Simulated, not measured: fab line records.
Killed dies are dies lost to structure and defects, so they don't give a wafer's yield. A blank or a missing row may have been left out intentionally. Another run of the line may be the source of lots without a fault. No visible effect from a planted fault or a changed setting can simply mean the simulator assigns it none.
fab line records | flow n5_finfet
record: lots: 3 | wafers: 9 | last_day: 16
route steps=1938 shown DUMMY_GATE@248 SPACER0@258 SD_EPI_N@262 BEOL_M4@1111 PASSIVATION@1936
lots that met no fault: taken from a fault-free run of the same line
start_h: the number of hours between the record's first day and the start of the first shown wafer of the lot | wait_h: hours from the lot's prior step to this one | " same as the row above | L1.1+2: a row that stands for several wafers | - either no value or no given start | * or withheld: withheld | < > ~ a bound
route shown NAME@n: a module of which the file shows steps, and the number in the route of the first | usual: the fault-free wafers' mean and standard deviation | same: alike in all rows | chamber/n: place in a boat | sites: each site's reading | _std_site: their standard deviation | _edge_site: outer sites' mean less inner sites' | radius_mm: for every site, how far away it sits from the centre of the wafer | mask NAME#n: copy n | behind: the last tool/chamber to shape the wafer | hold: cause of the lot's hold/its duration in hours/its outcome | device: the n, p or np transistor that did not switch | end of line: tests run on the same wafers once the route is complete | a step given without rows: its recipe and nothing more | killed: dies lost to structure and defects at the first sort, not the wafer's yield | map: shows each die of a wafer: x if killed, . if not, _ if none is there
set.NAME: the setting that was run; set.NAME@STEP: the one run at that earlier step | model.NAME: the simulator's own value behind a step, which no gauge read
lots seen at some steps along the route; tables by step, rows by wafer
services: the hour from which a tool's chamber was out of use, counted from the record's first day as start_h (under 0 if before that day), plus the number of hours and why
== steps ==
step: N5_DUMMY_GATE_ETCH_44
recipe: chemistry: HBr/O2 | over_etch_frac: 0.7 | target_depth_a: 1275 | stop_on: SiO2 | ion_energy_ev: 60 | bias_w: 20 | target: poly-Si | mask_material: SiO2 | pressure_mtorr: 20 | icp_w: 400 | HBr_flow_sccm: 120 | O2_flow_sccm: 10
step: N5_DUMMY_GATE_ETCH_42
recipe: chemistry: CHF3/O2 | target: SiO2 | target_depth_a: 35 | time_s: 31 | ion_energy_ev: 30 | bias_w: 12 | pressure_mtorr: 30 | source_w: 600 | Ar_flow_sccm: 200 | CHF3_flow_sccm: 50 | O2_flow_sccm: 5
step: N5_DUMMY_GATE_STRIP_48
recipe: chemistry: N2/H2 | time_s: 20 | power_w: 100 | temp_c: 40 | pressure_mtorr: 100 | rf_frequency_hz: 6e+07 | bias_power_w: 3 | n2_flow_sccm: 300 | h2_flow_sccm: 300
step: N5_DUMMY_GATE_PRECLEAN_33
recipe: chemistry: dHF | time_s: 10 | dilution: 750:1 | temp_c: 25
step: N5_DUMMY_GATE_PRECLEAN_25
recipe: chemistry: O3/DIW | time_s: 45 | temp_c: 22 | o3_ppm: 10
step: N5_DUMMY_GATE_PRECLEAN_51
recipe: chemistry: SC2 | time_s: 45 | temp_c: 35 | mix: 1:1:50
step: N5_DUMMY_GATE_SRD_26
recipe: dry: ipa_marangoni | time_s: 30 | temp_c: 23 | rinse_liquid: diw
step: N5_DUMMY_GATE_UV_OZONE_45
recipe: time_s: 120 | pressure_torr: 760 | temp_c: 25
step: N5_SPACER0_ALD_07
recipe: material: SiNx | target_thk_a: 20 | temp_c: 400 | ald_precursor_family: SiH2I2 | ald_co_reactant: N2/H2-plasma | pressure_torr: 2
step: N5_SPACER0_ALD_00
recipe: material: SiOCN | target_thk_a: 35 | temp_c: 400 | ald_precursor_family: alkyl-aminosilane | ald_co_reactant: O2/N2-plasma | pulse_time_s: 3 | purge_time_s: 2 | co_reactant_purge_time_s: 2 | ald_cycles: 58 | pressure_torr: 2
step: N5_SPACER0_ALD_08
recipe: material: SiNx | target_thk_a: 20 | temp_c: 400 | ald_precursor_family: SiH2I2 | ald_co_reactant: N2/H2-plasma | pressure_torr: 2
usual: chamber_pressure_Torr: 2.000/0.0047 | heater_power_w: 857/100
lot.wafer | tool       | chamber | start_h | wait_h | chamber_pressure_Torr | heater_power_w
L379.2    | ald_sin-03 | 0       | 47.86   | 0.1    | 2.013                 | 769
L379.4    | "          | 1       | "       | "      | 2.003                 | 884
L379.5    | "          | 1       | "       | "      | 2.005                 | 918
L385.1    | ald_sin-04 | 1       | 84.76   | 0.1    | 2.000                 | 1019
L385.3    | "          | 3       | "       | "      | 2.011                 | 792
L385.6    | "          | 0       | "       | "      | 1.996                 | 767
L396.1    | ald_sin-04 | 2       | 151.14  | 0.1    | 1.998                 | 985
L396.2    | "          | 1       | "       | "      | 2.008                 | 1023
L396.5    | "          | 1       | "       | "      | 2.014                 | 996
step: N5_SD_EPI_N_COAT_32
recipe: resist: SOC | temp_c: 250 | time_s: 60 | spin_rpm: 1500 | resist_thk_nm: 350
step: N5_SD_EPI_N_COAT_33
recipe: resist: SiARC | temp_c: 220 | time_s: 60 | spin_rpm: 1500 | resist_thk_nm: 35
step: N5_SD_EPI_N_COAT_03
recipe: resist: CAR-ArF-block | spin_rpm: 1500 | resist_thk_nm: 150
step: N5_SD_EPI_N_EBR_05
recipe: solvent: PGMEA | ebr_width_mm: 1.5
step: N5_SD_EPI_N_SOFTBAKE_04
recipe: temp_c: 110 | time_s: 60 | resist: CAR-ArF-block
step: N5_SD_EPI_N_EXPOSE_06
recipe: mask_id: SD_N_BLK | na: 1.35 | source_shape: conventional | sigma_outer: 0.8 | polarization: unpolarized | target_cd_nm: 120 | dose_mj: 39.75
step: N5_SD_EPI_N_PEB_07
recipe: peb_temp_c: 110 | peb_time_s: 60 | resist: CAR-ArF-block
step: N5_SD_EPI_N_DEVELOP_08
recipe: develop_time_s: 30 | developer: TMAH | resist: CAR-ArF-block | dev_temp_c: 23 | rinse_liquid: diw | dry: air_spin
step: N5_SD_EPI_N_DESCUM_14
recipe: chemistry: O2 | time_s: 7.9 | source_power_w: 50 | bias_power_w: 20 | pressure_mtorr: 20 | rf_frequency_hz: 2.712e+07 | temp_c: 40 | resist: CAR-ArF-block | o2_flow_sccm: 225
step: N5_SD_EPI_N_ETCH_34
recipe: chemistry: CF4 | target: SiARC | target_depth_a: 455 | mask_material: CAR-ArF-block | time_s: 75.8 | ion_energy_ev: 80 | pressure_mtorr: 40 | source_w: 545 | bias_w: 36 | Ar_flow_sccm: 100 | cf4_flow_sccm: 100 | ends: cleared
step: N5_SD_EPI_N_ETCH_35
recipe: chemistry: N2/H2 | target: SOC | overetch_a: 1080 | mask_material: SiARC | temp_c: 40 | ion_energy_ev: 100 | source_w: 3000 | bias_w: 133 | pressure_mtorr: 20 | time_s: 486 | n2_flow_sccm: 200 | h2_flow_sccm: 200
step: N5_SD_EPI_N_STRIP_36
recipe: chemistry: N2/H2 | temp_c: 40 | n2_flow_sccm: 200 | h2_flow_sccm: 200 | rf_frequency_hz: 6e+07
step: N5_SD_EPI_N_ETCHBACK_44
recipe: chemistry: CH3F/O2 | mode: anisotropic_etchback | target: SiNx | target_depth_a: 145 | stop_on: SiO2 | over_etch_frac: 0.3 | ion_energy_ev: 120 | pressure_mtorr: 30 | source_w: 395 | bias_w: 73 | Ar_flow_sccm: 150 | CH3F_flow_sccm: 30 | O2_flow_sccm: 20
step: N5_SD_EPI_N_ETCH_45
recipe: chemistry: CH3F/O2 | target: SiOCN | target_depth_a: 60 | mask_material: SOC | ion_energy_ev: 60 | bias_w: 29 | pressure_mtorr: 15 | source_w: 410 | Ar_flow_sccm: 150 | CH3F_flow_sccm: 30 | O2_flow_sccm: 20
step: N5_SD_EPI_N_ETCH_16
recipe: chemistry: CHF3/O2 | target: SiO2 | target_depth_a: 50 | mask_material: SOC | pressure_mtorr: 30 | source_w: 650 | bias_w: 170 | Ar_flow_sccm: 200 | CHF3_flow_sccm: 50 | O2_flow_sccm: 5 | ion_energy_ev: 200
step: N5_SD_EPI_N_STRIP_47
recipe: chemistry: CHF3/O2 | resist: SiARC | rf_frequency_hz: 6e+07
step: N5_SD_EPI_N_SD_RECESS_17
recipe: chemistry: HBr/Cl2/O2 | target_depth_a: 410 | mask_material: SOC | time_s: 23.7 | bt_time_s: 3 | pressure_mtorr: 10 | icp_w: 800 | bias_w: 112 | HBr_flow_sccm: 150 | Cl2_flow_sccm: 80 | O2_flow_sccm: 12
step: N5_SD_EPI_N_STRIP_38
recipe: chemistry: N2/H2 | power_w: 1000 | temp_c: 250 | h2_frac: 0.65 | overash_fraction: 0.3 | pressure_mtorr: withheld | n2_flow_sccm: 1750 | h2_flow_sccm: 3250
step: N5_SD_EPI_N_WET_ETCH_43
recipe: chemistry: dHF | dilution: withheld | time_s: 14 | target: SiO2 | target_depth_a: 15 | temp_c: 25
step: N5_SD_EPI_N_STRIP_18
recipe: chemistry: SPM | time_s: 750 | temp_c: 130 | h2so4_h2o2_vol_ratio: 4
step: N5_SD_EPI_N_SRD_20
recipe: dry: ipa_marangoni | do_ppb: 5 | time_s: 30 | temp_c: 23 | rinse_liquid: diw
step: N5_SD_EPI_N_PRECLEAN_48
recipe: chemistry: NF3:NH3 | afs_cycles: 2 | temp_c: 30 | time_s: 20 | sublimation_temp_c: 180 | sublimation_time_s: 60 | pressure_torr: 3 | rf_power_w: 30
step: N5_SD_EPI_N_VAPOR_ETCH_50
recipe: chemistry: HCl | target: Si | temp_c: 775 | time_s: 54 | pressure_torr: 20 | mode: isotropic
step: N5_SD_EPI_N_EPI_21
recipe: material: Si:P | dopant: P | temp_c: 680 | pressure_torr: 255 | time_s: 690
step: N5_BEOL_M4_RC_MEAS_101
usual: DIBL_N: 35.7/1.5 | DIBL_P: 35.7/2 | IOFF_N: 0.155/0.026 | IOFF_P: 0.20/0.031 | ION_N: 675/11 | ION_P: 462/7.1 | SS_N: 71.3/0.57 | SS_P: 73.1/0.56 | VT_N: 250/3 | VT_P: -251/3
lot.wafer | tool      | chamber | start_h | wait_h | DIBL_N[mV/V] | DIBL_P[mV/V] | IOFF_N[nA/um] | IOFF_P[nA/um] | ION_N[uA/um] | ION_P[uA/um] | SS_N[mV/dec] | SS_P[mV/dec] | VT_N[mV] | VT_P[mV]
L379.2    | prober-02 | 0       | 176.03  | 0.2    | 33.2         | 32.0         | 0.120         | 0.15          | 678          | 471          | 70.4         | 72.1         | 253      | -254
L379.4    | "         | 0       | "       | "      | 35.7         | 35.7         | 0.157         | 0.21          | 682          | 466          | 71.2         | 73.1         | 248      | -250
L379.5    | "         | 0       | "       | "      | 37.4         | 36.9         | 0.186         | 0.23          | 676          | 468          | 71.4         | 73.7         | 246      | -249
L385.1    | prober-01 | 0       | 216.55  | 0.0    | 33.7         | 34.7         | 0.141         | 0.18          | 675          | 470          | 70.6         | 72.7         | 249      | -249
L385.3    | "         | 0       | "       | "      | 34.7         | 35.8         | 0.143         | 0.20          | 664          | 460          | 71.1         | 73.6         | 249      | -249
L385.6    | "         | 0       | "       | "      | 32.6         | 33.5         | 0.121         | 0.17          | 680          | 472          | 70.2         | 72.5         | 251      | -251
L396.1    | prober-01 | 0       | 267.55  | 0.0    | 35.5         | 36.5         | 0.166         | 0.21          | 687          | 470          | 71.1         | 73.8         | 247      | -251
L396.2    | "         | 0       | "       | "      | 35.3         | 35.9         | 0.150         | 0.20          | 666          | 460          | 71.5         | 72.9         | 248      | -250
L396.5    | "         | 0       | "       | "      | 35.6         | 37.2         | 0.169         | 0.22          | 693          | 479          | 70.9         | 72.7         | 243      | -249
step: N5_PASSIVATION_PROBE_49
usual: defect_limited_yield: 91.4/1.5 | killed_at_M0_to_M3: 34/10 | killed_at_M4_up: 15/6 | killed_at_contacts: 12/6 | killed_at_front_end: 37/11 | killed_at_other: 3.3/2.8 | killed_dies: 101/18 | killed_on_rim: 14/4.4 | killed_open: 66/14 | killed_short: 33/7.8 | sort_bin_5_function: 5.0/0.97 | sort_bin_6_memory: 3.2/0.72 | sort_n_pass: 1079/18 | sort_yield_pct: 91.4/1.5
same: gross_dies: 1180 | killed_at_back_side: 0 | sort_bin_4_leakage[%]: 0 | sort_bin_8_speed[%]: 0
lot.wafer | tool      | chamber | start_h | wait_h | defect_limited_yield[%] | killed_at_M0_to_M3 | killed_at_M4_up | killed_at_contacts | killed_at_front_end | killed_at_other | killed_dies | killed_on_rim | killed_open | killed_short | sort_bin_5_function[%] | sort_bin_6_memory[%] | sort_n_pass | sort_yield_pct[%]
L379.2    | prober-02 | -       | 288.34  | 0.1    | 92.3                    | 21                 | 12              | 14                 | 32                  | 12              | 91          | 8             | 58          | 31           | 4.6                    | 2.8                  | 1089        | 92.3
L379.4    | prober-02 | -       | 288.44  | 0.2    | 92.8                    | 34                 | 13              | 4                  | 31                  | 3               | 85          | 6             | 54          | 29           | 5.4                    | 1.7                  | 1095        | 92.8
L379.5    | prober-02 | -       | 288.49  | 0.2    | 93.1                    | 24                 | 15              | 4                  | 33                  | 6               | 82          | 11            | 57          | 25           | 4.6                    | 2.1                  | 1098        | 93.1
L396.1    | prober-02 | -       | 387.64  | 0.0    | 85.6                    | 31                 | 21              | 19                 | 97                  | 2               | 170         | 54            | 86          | 28           | 5.5                    | 4.2                  | 1010        | 85.6
killed by level:class
L379.2 FIN_SAQP:geometric_particle:short=11 MOL_CONTACT_COAG:geometric_particle:open=11 BEOL_M6:geometric_particle:open=5 FIN_SAQP:geometric_particle:open=4 BEOL_M0_SAQP:geometric_particle:short=4 BEOL_M0_SAQP:geometric_particle:open=4 BEOL_M3:geometric_particle:open=4 PASS1_CAP:geometric_particle:short=4
L379.4 BEOL_M0_SAQP:geometric_particle:open=13 BEOL_M0_SAQP:geometric_particle:short=8 STARTING-WAFER:geometric_particle:open=6 GATE_CUT:geometric_particle:open=5 STARTING-WAFER:geometric_particle:short=5 BEOL_M4:geometric_particle:open=5 BEOL_M3:geometric_particle:open=4 FIN_SAQP:geometric_particle:short=3
L379.5 BEOL_M4:geometric_particle:open=12 BEOL_M0_SAQP:geometric_particle:open=8 FIN_SAQP:geometric_particle:open=7 FIN_SAQP:geometric_particle:short=6 BEOL_M0_SAQP:geometric_particle:short=5 BEOL_M1:geometric_particle:open=5 ILD0:geometric_particle:short=4 MOL_CONTACT_COAG:geometric_particle:open=4
L396.1 SPACER0:area_ald=53 STI_FIN_REVEAL:geometric_particle:open=21 MOL_CONTACT_COAG:geometric_particle:open=16 BEOL_M4:geometric_particle:open=13 BEOL_M2:geometric_particle:open=10 BEOL_M3:geometric_particle:open=6 FIN_SAQP:geometric_particle:short=5 BEOL_M0_SAQP:geometric_particle:open=5
map L396.1 (x killed, . not)
_________________x..x........________________
______________..x...xx......xx.._____________
___________....x.....x..........x.x__________
__________.x.x...................x.x_________
________xx......................x...x._______
_______.....x.................xx......x______
______.x..x...........x......x...xx....._____
_____.....x....x...x.x.....x.x..........x____
____..................x.............x...xx___
___xx.x....x............x....x.............__
___.x.....x.......x...........x.........x.x__
__x....x.....x..x.......x.......x.xx....x..x_
__..x......................x.........x.....x_
_x....x.............x..x......xx..x....x.x.x.
_xx............x...x.........................
_xx................................x........x
_x.x....x...........x................x.....x.
_x.x...x..........x.........................x
_x............................x.............x
_x........x..................x.......x.....xx
_.x.........xx.....x........x............x...
__....x.......x...x...x.....x.x.......x...x._
__x......x...........x......................_
___............x............x........x..x..__
___...............x...xx............x.x....__
____x..x....x.....x................x......___
_____...x......x.x..xx..x.........x....xx____
______x........................x........_____
_______..........................x....x______
________x.....x.................x.x..x_______
__________..x..x....xxx............._________
___________.x.x..................xx__________
______________x...x......x......_____________
_________________x..x...xx.x.________________
map L385.1 (x killed, . not)
_________________x...........________________
______________...x.x.....x......_____________
___________....x.x.....x...........__________
__________....x.x........x......x..._________
________.............................._______
_______.x.......x......................______
______..x....x...................x.x...._____
_____...x.....x..xx......x...........x...____
____............................x.........___
___......x..............................x..__
___.......x............xx.......x.....x....__
__x...........................x..........x.._
__......................x.................x._
_.x.....x.....x.....x...x.......x.......x.x..
_....................x.............x..x......
_......x.....................x..............x
_....................x.....x..x....x....x...x
_................x......................x....
_......x.x..xx.............x...x....x........
_.xx......................................x.x
_.....x..............x..x.x.....x.x..........
__......x....x........x...x..x.x............_
__.x......x.xx....x....x........x..........._
___.......x..............x................x__
___..xxx......x.....x.....................x__
____..x....x.......x.x......x.....x.......___
_____.....................x..............____
______x..................x.......x......_____
_______.x......x........x.......x......______
________..x...........x..........x...x_______
__________x......................x.._________
___________.....x..xx.x..........xx__________
______________.x..x...x....x...._____________
_________________x...x......x________________
== services ==
tool       | chamber | start_h | hours | kind
ald_sin-04 | 0       | 41.03   | 6.2   | repair
ald_sin-04 | 3       | 97.85   | 6.5   | repair
ald_sin-03 | -       | 120.00  | 1.0   | repair
ald_sin-04 | 0       | 132.35  | 10.1  | repair
== key ==
first_sign: step: N5_PASSIVATION_PROBE_49 | reading: killed_at_front_end | direction: up | sigmas: 5.3 | usual: 37 | struck: 97
effect: step: N5_PASSIVATION_PROBE_49 | reading: defect_limited_yield | direction: down | sigmas: 3.9 | usual: 91.4 | struck: 85.6
more_kills_born_at: N5_SPACER0_ALD_08@ald_sin-04: 53
met_at N5_SPACER0_ALD_08
struck_wafers L396.1
fault: kind: site_profile_drift | tool: ald_sin-04 | chamber: 2 | onset_h: 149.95 | steps: N5_SPACER0_ALD_08 | basis: fraction | max_abs_drift: 0.34217 | slope_share_per_hr: 76.037 | site_pattern: 0,0,0,0,0,-1,-1,-1,-1
